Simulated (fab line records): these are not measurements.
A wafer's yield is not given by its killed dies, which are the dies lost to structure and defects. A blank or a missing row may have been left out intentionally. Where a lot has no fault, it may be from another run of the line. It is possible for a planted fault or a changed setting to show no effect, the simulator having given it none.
Matching of chambers ; flow n5Finfet ; N5_BEOL_M5_ETCH_67 on rieDiel-02 has 4 sister chambers
The step etches SiARC in CF4, target depth 15.6 nm, time 26 s. 20 wafers are shown with their chamber, then 10 later ones without.

== WAFERS, EACH WITH ITS CHAMBER ==
wafer;chamber;drypumpMotorCurrentA (A);showerheadPlenumPTorr (Torr);oesProductAu (a.u.)
L074.2;0;6.3;2.22;0.58
L074.4;3;5.2;2.10;0.74
L074.5;0;6.3;2.22;0.58
L076.3;0;6.3;2.22;0.57
L076.5;1;6.6;2.16;0.68
L076.6;0;6.3;2.23;0.58
L082.1;2;6.1;2.11;0.81
L082.2;1;6.6;2.16;0.67
L082.3;0;6.3;2.22;0.57
L084.2;0;6.3;2.22;0.57
L084.3;3;5.3;2.09;0.71
L084.4;2;6.1;2.11;0.81
L086.1;0;6.3;2.22;0.57
L086.2;3;5.3;2.09;0.69
L086.6;1;6.7;2.16;0.66
L089.1;0;6.3;2.22;0.58
L089.4;1;6.6;2.15;0.66
L089.6;0;6.3;2.22;0.57
L090.1;2;6.1;2.10;0.76
L090.3;3;5.2;2.08;0.69

SIGNATURES (averages over the wafers above)
reading;chamber 0;chamber 1;chamber 2;chamber 3;scatter within a chamber
drypumpMotorCurrentA;6.300;6.625;6.100;5.250;0.0331
showerheadPlenumPTorr;2.2211;2.1575;2.1067;2.0900;0.00519
oesProductAu;0.5744;0.6675;0.7933;0.7075;0.0155
Rule: a wafer's distance from a chamber is the root of the sum, over the readings, of the square of ((its reading less the chamber's mean) divided by the reading's scatter). If the next closest chamber is less than 2 further off than the closest, the wafer can't be placed; otherwise it belongs to the closest. The scatter: take each reading less its chamber's mean, square it, sum over the shown wafers, divide by the number of wafers less the number of chambers, and take the root.

== WAFERS WITH NO CHAMBER GIVEN ==
wafer;drypumpMotorCurrentA (A);showerheadPlenumPTorr (Torr);oesProductAu (a.u.)
L090.5;6.1;2.10;0.77
L091.2;6.3;2.21;0.56
L091.4;5.2;2.08;0.69
L091.6;6.6;2.15;0.64
L093.2;5.3;2.08;0.68
L093.3;6.1;2.10;0.77
L093.5;5.3;2.08;0.69
L096.2;6.1;2.10;0.74
L096.4;6.1;2.10;0.75
L096.6;5.2;2.08;0.68

== WHICH CHAMBER EACH ONE RAN IN ==
wafer;from the rows above;in truth
L090.5;2;2
L091.2;0;0
L091.4;3;3
L091.6;1;1
L093.2;3;3
L093.3;2;2
L093.5;3;3
L096.2;2;2
L096.4;2;2
L096.6;3;3
Correct placement for 10 of the 10. Not placeable from these rows: 0. Wrongly placed: 0.
